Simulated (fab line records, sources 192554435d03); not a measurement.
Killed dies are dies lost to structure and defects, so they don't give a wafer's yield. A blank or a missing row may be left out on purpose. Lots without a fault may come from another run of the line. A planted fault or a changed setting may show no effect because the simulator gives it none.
fab line records | flow n5_finfet
record lots=4 wafers=12 last_day=17
route steps=1938 shown BEOL_M4@1099 BEOL_M5@1112 BEOL_M15@1830 PASSIVATION@1936
lots that met no fault: from a run of the same line without faults
start_h: hours from the record's first day to the start of the lot's first wafer shown | wait_h: hours since the lot's step before | " the same as in the row above | L1.1+2: a row that stands for several wafers | - no value, or no start given | * or withheld: withheld | < > ~ a bound
route shown NAME@n: a module of which the file shows steps, and the number in the route of the first | usual: mean/standard deviation of fault-free wafers | same: alike in all rows | chamber/n: place in a boat | sites: the reading at each site | _std_site: their standard deviation | _edge_site: outer sites' mean less inner sites' | radius_mm: how far each site lies from the wafer's centre | mask NAME#n: copy n | behind: the tool/chamber that last shaped the wafer | hold: why the lot was held/for how many hours/how that ended | device: the transistor (n, p or np) that didn't switch | end of line: the same wafers' tests at the end of the route | a step without rows: its recipe alone | killed: dies lost to structure and defects at the first sort, not the wafer's yield | map: a wafer's dies, x killed, . not, _ none there
set.NAME: the setting as run; set.NAME@STEP: as run at that earlier step | model.NAME: the simulator's own value behind a step, which no gauge read
lots at some steps of the route; a table a step, a row a wafer
services: from which hour (start_h, from the record's first day; less than 0 if before it) a tool's chamber was out of use, for how many hours, and why
## steps
# step N5_BEOL_M4_ANNEAL_95
# recipe temp_c=400 time_s=240 ambient=vacuum
# step N5_BEOL_M4_SPUTTER_96
# recipe material=Cu target_thk_a=45 temp_c=-20 chamber_pressure_pa=0.07 power_w=withheld time_s=8.29
# step N5_BEOL_M4_ECD_50
# recipe material=Cu target_thk_a=3000
# step N5_BEOL_M4_ANNEAL_51
# recipe temp_c=225 time_s=90 ambient=N2
# step N5_BEOL_M4_CMP_52
# recipe stop_on=SiOC t_overpolish_s=6.8 down_force_psi=1 platen_rpm=50 clearing_platen_down_force_psi=1.5 clearing_platen_rpm=50 post_cmp_clean=cu_alkaline target_thk_nm=40 clearing_platen_pad_velocity_m_s=0.99484 pad_velocity_m_s=0.99484
# step N5_BEOL_M4_PRE_CLEAN_60
# recipe gas=NH3/H2 time_s=15 temp_c=* rf_power_w=300
# step N5_BEOL_M4_CO_CAP_55
# recipe material=Co target_thk_a=20 temp_c=200 precursor=CCTBA/H2 pressure_torr=30 time_s=102.1
# step N5_BEOL_M4_PRE_CLEAN_56
# recipe gas=NH3 time_s=15 temp_c=withheld rf_power_w=300
# step N5_BEOL_M4_DEP_57
# recipe material=SiCN target_thk_a=80 temp_c=withheld precursor=3MS/NH3 pressure_torr=3 rf_w=202 time_s=14
# step N5_BEOL_M4_RC_MEAS_101
# usual DIBL_N=36.3/1.4 DIBL_P=35.7/1.5 IOFF_N=0.155/0.022 IOFF_P=0.204/0.027 ION_N=671/9 ION_P=459/6.2 SS_N=71.5/0.54 SS_P=73.1/0.56 VT_N=250.2/2.6 VT_P=-251/3.3
# columns lot.wafer tool chamber start_h wait_h DIBL_N[mV/V] DIBL_P[mV/V] IOFF_N[nA/um] IOFF_P[nA/um] ION_N[uA/um] ION_P[uA/um] SS_N[mV/dec] SS_P[mV/dec] VT_N[mV] VT_P[mV]
L125.2 prober-02 0 189.28 0.2 36.4 36.6 0.172 0.187 686 458 71.3 72.9 246.6 -255
L125.4 " 0 " " 37.3 37.7 0.193 0.204 680 460 71.7 73.3 246.3 -249
L125.6 " 0 " " 36.6 36.6 0.175 0.199 688 465 70.5 73.0 246.0 -252
L141.3 prober-02 0 285.27 0.3 36.9 36.8 0.151 0.197 663 456 72.1 72.8 251.0 -252
L141.4 " 0 " " 36.3 36.5 0.154 0.206 656 457 71.2 72.5 252.0 -252
L141.5 " 0 " " 36.3 36.8 0.152 0.217 661 466 71.6 73.3 250.8 -250
L142.3 prober-01 0 293.95 0.3 37.5 36.5 0.166 0.207 666 454 71.8 73.5 249.8 -253
L142.4 " 0 " " 38.1 36.8 0.177 0.211 662 452 72.6 73.9 250.0 -251
L142.5 " 0 " " 35.4 33.8 0.134 0.168 666 455 71.6 72.8 251.6 -254
L144.1 prober-01 0 302.64 0.0 33.8 33.7 0.109 0.164 647 454 70.6 72.3 256.1 -252
L144.3 " 0 " " 33.8 34.3 0.109 0.173 649 454 71.1 72.7 256.4 -251
L144.4 " 0 " " 35.0 34.6 0.123 0.178 657 457 71.2 73.0 253.4 -251
# step N5_BEOL_M5_ILD_DEP_00
# recipe material=SiCOH_lowk target_thk_a=1406.4 temp_c=300 precursor=DEMS/porogen pressure_torr=5 rf_w=500 time_s=25.9
# step N5_BEOL_M5_CURE_79
# recipe temp_c=385 time_s=240 ambient=He/Ar material=SiCOH_lowk
# step N5_BEOL_M5_PECVD_70
# recipe material=SiO2 target_thk_a=160 temp_c=400 precursor=TEOS/O2 pressure_torr=5.5 rf_w=450 teos_flow_sccm=53.8 gas=O2 flow_sccm=3000 time_s=18
# step N5_BEOL_M5_HM_DEP_02
# recipe material=TiN target_thk_a=200 temp_c=25 chamber_pressure_pa=0.49996
# step N5_BEOL_M5_COAT_59
# recipe resist=SOC temp_c=250 time_s=60 spin_rpm=1500 resist_thk_nm=60
# step N5_BEOL_M5_COAT_60
# recipe resist=SiARC temp_c=220 time_s=60 spin_rpm=1500 resist_thk_nm=12
# step N5_BEOL_M5_COAT_71
# recipe resist=underlayer temp_c=205 time_s=60 spin_rpm=1500 resist_thk_nm=5
# step N5_BEOL_M5_COAT_05
# recipe resist=CAR-EUV spin_rpm=1500 resist_thk_nm=30
# step N5_BEOL_M5_EBR_07
# recipe solvent=PGMEA ebr_width_mm=1.5
# step N5_BEOL_M5_SOFTBAKE_06
# recipe temp_c=110 time_s=60 resist=CAR-EUV
# step N5_BEOL_M5_EXPOSE_08
# recipe mask_id=M5 na=0.33 source_shape=annular sigma_inner=0.4 sigma_outer=0.8 polarization=unpolarized target_cd_nm=28 dose_mj=35.75
# step N5_BEOL_M5_PEB_09
# recipe peb_temp_c=100 peb_time_s=60 resist=CAR-EUV
# step N5_BEOL_M5_DEVELOP_10
# recipe develop_time_s=30 developer=TMAH resist=CAR-EUV rinse_liquid=surfactant_rinse dry=air_spin dev_temp_c=23
# step N5_BEOL_M5_DESCUM_16
# recipe chemistry=O2 time_s=7 source_power_w=50 bias_power_w=20 pressure_mtorr=20 rf_frequency_hz=2.712e+07 temp_c=40 resist=CAR-EUV o2_flow_sccm=225
# step N5_BEOL_M5_ETCH_72
# recipe chemistry=N2/H2 target=underlayer target_depth_a=65 mask_material=CAR-EUV time_s=5.2 ion_energy_ev=200 pressure_mtorr=30 source_w=840 bias_w=150 n2_flow_sccm=200 h2_flow_sccm=200 ends=cleared
# step N5_BEOL_M5_ETCH_61
# recipe chemistry=CF4 target=SiARC target_depth_a=156 mask_material=CAR-EUV time_s=26 ion_energy_ev=80 pressure_mtorr=40 source_w=545 bias_w=36 Ar_flow_sccm=100 cf4_flow_sccm=100 ends=cleared
# step N5_BEOL_M5_ETCH_62
# recipe chemistry=N2/H2 target=SOC target_depth_a=750 overetch_a=150 mask_material=SiARC temp_c=40 time_s=112.5 ion_energy_ev=200 pressure_mtorr=30 source_w=840 bias_w=150 n2_flow_sccm=200 h2_flow_sccm=200
# step N5_BEOL_M5_STRIP_63
# recipe chemistry=N2/H2 temp_c=40 n2_flow_sccm=200 h2_flow_sccm=200 rf_frequency_hz=6e+07
# step N5_BEOL_M5_STRIP_73
# recipe chemistry=N2/H2 temp_c=40 n2_flow_sccm=200 h2_flow_sccm=200 rf_frequency_hz=6e+07
# step N5_BEOL_M5_STRIP_64
# recipe chemistry=CF4 resist=SiARC power_w=300 bias_power_w=75 pressure_mtorr=50 cf4_flow_sccm=150 rf_frequency_hz=6e+07
# step N5_BEOL_M5_HM_OPEN_17
# recipe chemistry=Cl2/BCl3 target_depth_a=200 overetch_a=60 target=TiN mask_material=SOC ion_energy_ev=150 pressure_mtorr=10 icp_w=1000 bias_w=126 Cl2_flow_sccm=53.25 bcl3_flow_sccm=21.75 Ar_flow_sccm=25
# step N5_BEOL_M5_STRIP_19
# recipe chemistry=O2 power_w=400 temp_c=40 pressure_mtorr=30 rf_frequency_hz=6e+07 bias_power_w=0 overash_fraction=0.2 o2_flow_sccm=225
# step N5_BEOL_M5_COAT_65
# recipe resist=SOC temp_c=250 time_s=60 spin_rpm=1500 resist_thk_nm=60
# step N5_BEOL_M5_COAT_66
# recipe resist=SiARC temp_c=220 time_s=60 spin_rpm=1500 resist_thk_nm=12
# step N5_BEOL_M5_ALD_86
# recipe material=TaN target_thk_a=* temp_c=275 ald_precursor_family=PDMAT ald_co_reactant=NH3 pressure_torr=3 carrier_flow_sccm=1500 pulse_time_s=2 purge_time_s=3 co_reactant_purge_time_s=2 co_reactant_pulse_time_s=3 ald_cycles=30 precursor_vessel_temp_c=75 precursor_vessel_pressure_torr=26.25 precursor_vessel_carrier_sccm=1000
# usual ald_cycles=30/0 heater_power_outer_w=231/27 heater_power_w=427/40 precursor_vessel_temp_c=75.01/0.13
# same co_reactant_pulse_time_s=3
# columns lot.wafer tool chamber start_h wait_h ald_cycles heater_power_outer_w heater_power_w precursor_vessel_temp_c model.TaN_of_BEOL_M5_ALD_86.thk_nm
L125.2 ald_metal-04 2 197.32 0.0 30 291 487 75.05 *
L125.4 " 3 " " 30 226 410 75.01 *
L125.6 " 2 " " 30 284 499 75.16 *
L141.3 ald_metal-04 0 292.81 0.0 14 194 364 74.79 *
L141.4 " 2 " " 30 284 496 74.98 *
L141.5 " 3 " " 30 219 419 74.66 *
L142.3 ald_metal-04 2 299.13 0.0 14 288 498 74.94 *
L142.4 " 3 " " 30 217 420 74.93 *
L142.5 " 3 " " 30 223 410 74.77 *
L144.1 ald_metal-03 2 308.13 0.0 30 203 369 74.96 *
L144.3 " 1 " " 30 236 452 74.96 *
L144.4 " 0 " " 30 228 425 74.89 *
# step N5_BEOL_M15_RC_MEAS_101
# usual COMB_M10=1.39e-11/2.6e-12 COMB_M11=1.5e-11/3.3e-12 COMB_M12=6.8e-12/1.5e-12 COMB_M13=5.3e-12/1.2e-12 COMB_M14=3.9e-12/1.1e-12 COMB_M15=2.8e-12/8.1e-13 COMB_M5=3.7e-11/6.6e-12 COMB_M5_max_site=5.4e-11/1.1e-11 COMB_M6=2.6e-11/5.1e-12 COMB_M7=2.6e-11/5e-12 COMB_M8=2.5e-11/4.6e-12 COMB_M9=1.5e-11/3.4e-12 SERP_M10=3.10/0.072 SERP_M11=3.08/0.079 SERP_M12=0.638/0.015 SERP_M13=0.309/0.007 SERP_M14=0.1620/0.003 SERP_M5=38.5/1.6 SERP_M6=14.1/0.49 SERP_M7=14.1/0.49 SERP_M8=14.0/0.46 SERP_M9=3.08/0.087
# columns lot.wafer tool chamber start_h wait_h COMB_M10[S/m] COMB_M11[S/m] COMB_M12[S/m] COMB_M13[S/m] COMB_M14[S/m] COMB_M15[S/m] COMB_M5[S/m] COMB_M5_max_site[S/m] COMB_M6[S/m] COMB_M7[S/m] COMB_M8[S/m] COMB_M9[S/m] SERP_M10[ohm/um] SERP_M11[ohm/um] SERP_M12[ohm/um] SERP_M13[ohm/um] SERP_M14[ohm/um] SERP_M5[ohm/um] SERP_M6[ohm/um] SERP_M7[ohm/um] SERP_M8[ohm/um] SERP_M9[ohm/um]
L125.2 prober-02 0 286.05 0.9 1.19e-11 1.3e-11 9.3e-12 5.4e-12 3.6e-12 2.6e-12 3.3e-11 4.4e-11 2.1e-11 2.6e-11 2.3e-11 1.2e-11 3.08 3.00 0.644 0.302 0.1654 40.4 14.9 14.1 13.6 3.23
L125.4 " 0 " " 1.35e-11 1.3e-11 6.8e-12 4.4e-12 3.2e-12 1.2e-12 3.2e-11 4.8e-11 2e-11 2.4e-11 2e-11 1.3e-11 3.09 3.11 0.643 0.301 0.1682 37.7 14.5 13.9 13.8 3.18
L125.6 " 0 " " 1.43e-11 1.2e-11 8e-12 4.8e-12 2.5e-12 1.7e-12 3.5e-11 5.4e-11 2.6e-11 2.7e-11 3.2e-11 1.4e-11 3.24 3.11 0.656 0.311 0.1664 38.3 13.6 14.0 14.3 3.08
L141.3 prober-01 0 385.60 0.3 1.25e-11 2.1e-11 9.3e-12 6.5e-12 4.8e-12 3.9e-12 4.87e-10 7.44e-10 3.1e-11 2e-11 2.1e-11 1.6e-11 3.04 3.15 0.640 0.303 0.1593 35.2 14.0 13.9 13.5 2.98
L141.4 " 0 " " 1.4e-11 1.8e-11 8.5e-12 6.8e-12 4.8e-12 4.2e-12 3.9e-11 4.9e-11 3.2e-11 2.9e-11 2.1e-11 1.1e-11 2.92 3.42 0.643 0.312 0.1603 39.0 14.5 14.1 14.2 2.97
L141.5 " 0 " " 1.57e-11 1.3e-11 7.3e-12 6.2e-12 4.6e-12 4.3e-12 4.4e-11 5.6e-11 3.1e-11 2.4e-11 2.1e-11 1.4e-11 3.05 3.28 0.645 0.314 0.1593 39.3 14.2 13.7 13.7 3.15
L142.3 prober-01 0 387.12 0.3 1.31e-11 1.8e-11 7e-12 6.2e-12 5.1e-12 3.1e-12 5.27e-10 8.21e-10 2.7e-11 2.5e-11 2.5e-11 1.6e-11 3.10 3.03 0.643 0.303 0.1603 35.6 14.7 14.2 14.0 2.98
L142.4 " 0 " " 1.63e-11 1.7e-11 7e-12 6.1e-12 4.5e-12 3.2e-12 3.9e-11 5.8e-11 2.8e-11 2.5e-11 2.9e-11 1.4e-11 3.08 3.15 0.646 0.319 0.1628 38.8 14.9 14.1 13.8 3.08
L142.5 " 0 " " 1.46e-11 1.7e-11 7.7e-12 7.3e-12 5.6e-12 3.3e-12 3.5e-11 4.1e-11 2.2e-11 2.5e-11 3.2e-11 1.3e-11 3.04 2.91 0.625 0.308 0.1602 40.0 14.7 14.3 13.8 3.05
L144.1 prober-02 0 388.81 0.0 1.53e-11 1.4e-11 8.1e-12 6.3e-12 4.2e-12 2.7e-12 2.3e-11 3.1e-11 2.2e-11 2.8e-11 2.1e-11 1.5e-11 3.06 3.13 0.641 0.304 0.1595 39.6 13.7 13.7 14.3 2.91
L144.3 " 0 " " 1.21e-11 1.1e-11 6.3e-12 7.8e-12 4.1e-12 2.2e-12 3.1e-11 4.6e-11 2.7e-11 2.4e-11 1.7e-11 1.6e-11 3.02 3.03 0.636 0.303 0.1631 38.2 14.1 14.3 14.6 2.93
L144.4 " 0 " " 1.65e-11 1.3e-11 5.8e-12 3.9e-12 3.9e-12 3.1e-12 3.5e-11 4.8e-11 2.5e-11 2.6e-11 2.6e-11 1.6e-11 3.07 3.14 0.617 0.308 0.1596 38.5 14.3 14.2 13.9 2.94
# sites COMB_M5 radius_mm=0,75,75,75,75,140,140,140,140
L125.2 2.9e-11 3.3e-11 4.3e-11 3.3e-11 2.8e-11 2.8e-11 4.4e-11 3e-11 4e-11
L141.3 3.65e-10 7.44e-10 5.13e-10 4.68e-10 4.87e-10 6.58e-10 4.66e-10 4.01e-10 5.11e-10
L142.3 5.45e-10 3.46e-10 4.44e-10 5.92e-10 8.21e-10 5.1e-10 6.09e-10 5.27e-10 5.24e-10
L144.1 2.6e-11 2.1e-11 2.6e-11 2.3e-11 2.3e-11 3.1e-11 1.6e-11 2.6e-11 2.3e-11
# step N5_PASSIVATION_PROBE_49
# usual defect_limited_yield=91.0/1.5 killed_at_M0_to_M3=36/12 killed_at_M4_up=14/5.5 killed_at_contacts=11/4.8 killed_at_front_end=42/12 killed_at_other=3.7/2.7 killed_dies=106/18 killed_on_rim=13/4.5 killed_open=70/13 killed_short=35/8.2 sort_bin_4_leakage=0/0 sort_bin_5_function=5.3/1 sort_bin_6_memory=3.3/0.69 sort_n_pass=1074/18 sort_yield_pct=91.0/1.5
# same gross_dies=1180 killed_at_back_side=0 sort_bin_8_speed[%]=0
# columns lot.wafer tool chamber start_h wait_h defect_limited_yield[%] killed_at_M0_to_M3 killed_at_M4_up killed_at_contacts killed_at_front_end killed_at_other killed_dies killed_on_rim killed_open killed_short sort_bin_4_leakage[%] sort_bin_5_function[%] sort_bin_6_memory[%] sort_n_pass sort_yield_pct[%]
L125.2 prober-02 - 299.95 0.1 90.2 45 8 9 52 2 116 16 83 32 0 5.1 4.2 1064 90.2
L125.4 prober-02 - 300.05 0.2 90.3 46 9 10 47 3 115 20 75 40 0 5.2 4.3 1065 90.3
L125.6 prober-02 - 300.15 0.3 88.2 55 13 4 65 2 139 19 86 53 0 6.9 4.5 1041 88.2
L141.3 prober-01 - 399.74 0.1 75.9 38 188 10 45 3 284 34 72 38 14.75 5.7 3.1 896 75.9
L141.4 prober-01 - 399.79 0.2 91.0 47 6 16 37 0 106 11 62 44 0 5.3 3.3 1074 91.0
L141.5 prober-01 - 399.84 0.2 87.5 61 12 12 62 1 148 18 98 50 0 7.7 4.7 1032 87.5
L142.3 prober-01 - 401.35 0.1 75.9 46 169 2 64 3 284 38 75 50 13.47 5.7 4.4 896 75.9
L142.4 prober-01 - 401.40 0.2 89.6 56 7 13 46 1 123 14 83 40 0 6.4 4.0 1057 89.6
L142.5 prober-01 - 401.45 0.2 88.5 52 10 8 64 2 136 24 89 46 0 6.2 4.9 1044 88.5
L144.1 prober-01 - 406.06 0.0 91.9 33 17 13 26 7 96 17 66 29 0 5.2 2.7 1084 91.9
L144.3 prober-01 - 406.16 0.1 90.8 33 18 18 32 8 109 17 79 30 0 5.1 3.7 1071 90.8
L144.4 prober-01 - 406.21 0.2 91.1 35 21 16 27 6 105 11 73 32 0 4.7 3.7 1075 91.1
# killed by level:class
L125.2 BEOL_M3:geometric_particle:open=13 FIN_SAQP:geometric_particle:open=11 BEOL_M1:geometric_particle:open=10 STI_FIN_REVEAL:geometric_particle:open=8 FIN_SAQP:geometric_particle:short=7 GATE_CUT:geometric_particle:short=7 MOL_CONTACT_COAG:geometric_particle:open=7 BEOL_M0_SAQP:geometric_particle:open=6
L125.4 BEOL_M0_SAQP:geometric_particle:open=14 FIN_SAQP:geometric_particle:open=12 STI_FIN_REVEAL:geometric_particle:open=11 BEOL_M0_SAQP:geometric_particle:short=9 BEOL_M3:geometric_particle:open=8 MOL_CONTACT_COAG:geometric_particle:open=7 FIN_SAQP:geometric_particle:short=5 GATE_CUT:geometric_particle:short=5
L125.6 FIN_SAQP:geometric_particle:open=21 FIN_SAQP:geometric_particle:short=16 BEOL_M0_SAQP:geometric_particle:short=12 BEOL_M0:geometric_particle:open=9 BEOL_M0_SAQP:geometric_particle:open=8 BEOL_M1:geometric_particle:open=6 BEOL_M2:geometric_particle:open=6 STARTING-WAFER:geometric_particle:open=6
L141.3 M5:area_ald=174 FIN_SAQP:geometric_particle:open=12 BEOL_M2:geometric_particle:open=11 FIN_SAQP:geometric_particle:short=8 MOL_CONTACT_COAG:geometric_particle:open=8 BEOL_M0_SAQP:geometric_particle:open=6 BEOL_M3:geometric_particle:open=6 BEOL_M4:geometric_particle:open=5
L141.4 MOL_CONTACT_COAG:geometric_particle:open=14 BEOL_M0_SAQP:geometric_particle:open=10 BEOL_M3:geometric_particle:open=9 FIN_SAQP:geometric_particle:open=6 BEOL_M0_SAQP:geometric_particle:short=6 BEOL_M1:geometric_particle:open=6 BEOL_M2:geometric_particle:open=6 ILD0:geometric_particle:short=5
L141.5 FIN_SAQP:geometric_particle:open=16 STI_FIN_REVEAL:geometric_particle:open=16 BEOL_M2:geometric_particle:open=16 FIN_SAQP:geometric_particle:short=12 BEOL_M0_SAQP:geometric_particle:short=11 MOL_CONTACT_COAG:geometric_particle:open=9 BEOL_M0_SAQP:geometric_particle:open=8 BEOL_M1:geometric_particle:open=7
L142.3 M5:area_ald=159 STI_FIN_REVEAL:geometric_particle:open=19 FIN_SAQP:geometric_particle:open=16 BEOL_M0_SAQP:geometric_particle:short=11 BEOL_M3:geometric_particle:open=9 FIN_SAQP:geometric_particle:short=8 BEOL_M0_SAQP:geometric_particle:open=8 BEOL_M1:geometric_particle:short=6
L142.4 BEOL_M2:geometric_particle:open=18 FIN_SAQP:geometric_particle:open=13 STI_FIN_REVEAL:geometric_particle:open=13 BEOL_M0_SAQP:geometric_particle:short=12 BEOL_M1:geometric_particle:open=10 FIN_SAQP:geometric_particle:short=9 MOL_CONTACT_COAG:geometric_particle:open=9 BEOL_M0_SAQP:geometric_particle:open=7
L142.5 STI_FIN_REVEAL:geometric_particle:open=19 FIN_SAQP:geometric_particle:short=12 BEOL_M0_SAQP:geometric_particle:open=12 BEOL_M1:geometric_particle:open=8 BEOL_M3:geometric_particle:open=8 DUMMY_GATE:geometric_particle:open=7 BEOL_M0_SAQP:geometric_particle:short=7 MOL_CONTACT_COAG:geometric_particle:open=6
L144.1 MOL_CONTACT_COAG:geometric_particle:open=11 BEOL_M3:geometric_particle:open=9 BEOL_M4:geometric_particle:open=9 GATE_CUT:geometric_particle:short=7 STI_FIN_REVEAL:geometric_particle:open=6 BEOL_M0_SAQP:geometric_particle:open=6 BEOL_M0_SAQP:geometric_particle:short=6 BEOL_M2:geometric_particle:open=5
L144.3 MOL_CONTACT_COAG:geometric_particle:open=12 BEOL_M4:geometric_particle:open=10 DUMMY_GATE:geometric_particle:open=9 BEOL_M0_SAQP:geometric_particle:open=8 FIN_SAQP:geometric_particle:open=7 BEOL_M0_SAQP:geometric_particle:short=7 BEOL_M5:geometric_particle:open=7 MOL_CONTACT_COAG:geometric_particle:short=6
L144.4 MOL_CONTACT_COAG:geometric_particle:open=14 BEOL_M4:geometric_particle:open=11 BEOL_M2:geometric_particle:open=9 BEOL_M3:geometric_particle:open=8 BEOL_M3:geometric_particle:short=7 DUMMY_GATE:geometric_particle:open=6 BEOL_M5:geometric_particle:open=5 FIN_SAQP:geometric_particle:short=4
# map L141.3 (x killed, . not)
_________________...x........________________
______________.xx...xx.x......x._____________
___________...x....................__________
__________x.......x.x..x......x..x.x_________
________..x....x....xx.x.............._______
_______....x.x...x..x.x................______
______....x.x.....x............x.x....x._____
_____.........x...........x.x.....x...xx.____
____..x.....x....x.......x...x....x.xx.x.x___
___x.......xxxx.xx.....x......x....xxx.xxx.__
___.x...x............xxx...x.....x..x......__
__....xx.x....x..xx...x.x..x....x..........x_
__....xx..xx...............x..x...xxx..xx..x_
_...x.........x...xxx...xx..........x.x...x..
_......xxx.x...xx..xx.x...x..x.......x..xx...
_...x..x.x.....x..................x.....x...x
_xx......xxx...xxx.x......x.xxx..x..x...x..x.
_.....x..x.x....xx..........x...xxx..x......x
_.x.xxx..........x.xx..................x...x.
_.x..xx.x..x...x..x...xx.xxxx...x.x......x..x
_..x.x.x.x....x..x........x...x.x..x..x...xx.
__....x..x.x.xx...x....x.x...x....x.xx....x._
__...xx....x.x.x...x.......xx....xx..xxx...._
___..x.x.....x...xx......x.x...............__
___..x.....xxxxx........xx......xx..x......__
____..x..x...x............xx......x.....x.___
_____..x.....x.....x..xx.x...x......x....____
______....x..x.xx......x.....x.........._____
_______.x....x.....x..xx.......x..x....______
________.x..xx................x....x.._______
__________x........x........xx......_________
___________.x....x.....x.....x.....__________
______________.x..............x._____________
_________________xxxxx......x________________
# map L142.3 (x killed, . not)
_________________x..x....x...________________
______________.x..........x..xx._____________
___________x............x.x........__________
__________....x.x.xx..x.x......x.x.x_________
________...x...xx.x.x.....x......x...._______
_______...x....x.....x.xx......x.......______
______......x.x..x....xxxxx.x.....xxx..._____
_____x.xxxxxx.x.....x.x........xx........____
____x....x.....x.................x.x......___
___.x.......xx..x.x.x..........x..xx..x....__
___..x.x......x..........xxx.........xx..x.__
__.......x.x...x..xxxx.x.xxx.xx......x......_
__x.....x....x.xx......x.xx..x...x.xx......._
_x........x.....x.....x..x..x......x.x..x...x
_x..x....................xx..x.xx....x.......
_.......x.x...x.xx..x.x...x.x..xx.........x..
_....x..xx..x.......x..x..xx...x.x......x....
_xx.....xxxx...x..x....x...x.x....x..x.xx..x.
_x.........x............................x...x
_.............x...xx.x........x.x.xx...x..x..
_......x...x.....x...x..x..x....x..xx.x....x.
__...x.......xx..x.......x.........x.......x_
__.xx...xx.xx......x.x.x.....x.xx.xx.....xxx_
___......x.......x.........x.....x........x__
___....x.x....xxx.x......x.x...x.x..x.....x__
____x...x..xx.xx..........x..x..........xx___
_____....x..........x.xx.x....x..xx.x.xxx____
______...x..........x......x...x....xx.._____
_______......xx...xx....x....x.x.......______
________..x...x...xx.................x_______
__________...x...x.................._________
___________.x..........xx....x..x..__________
______________.x...x....xxx....._____________
_________________.....x.xx...________________
## services
# columns tool chamber start_h hours kind
ald_metal-03 - 200.61 0.4 repair
ald_metal-04 2 274.46 2.0 repair
## key
first_sign step=N5_BEOL_M5_ALD_86 reading=ald_cycles direction=down sigmas=99+ usual=* struck=*
effect step=N5_BEOL_M15_RC_MEAS_101 reading=COMB_M5 direction=up sigmas=72 usual=3.7e-11 struck=5.07e-10
effect step=N5_PASSIVATION_PROBE_49 reading=sort_bin_4_leakage direction=up sigmas=99+ usual=0 struck=14.11
model_effect step=N5_BEOL_M5_ALD_86 value=TaN_of_BEOL_M5_ALD_86.thk_nm without=* struck=*
more_kills_born_at N5_BEOL_M5_ALD_86@ald_metal-04=333
met_at N5_BEOL_M5_ALD_86
struck_wafers L141.3,L142.3
onset_between 197.32 292.81
fault kind=process_parameter_drift tool=ald_metal-04 chamber=- onset_h=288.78 steps=N5_BEOL_M5_ALD_86 channel=ald_cycles offset=* shape=step end_h=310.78 scope=struck_wafers_only acts_in=* stated=*
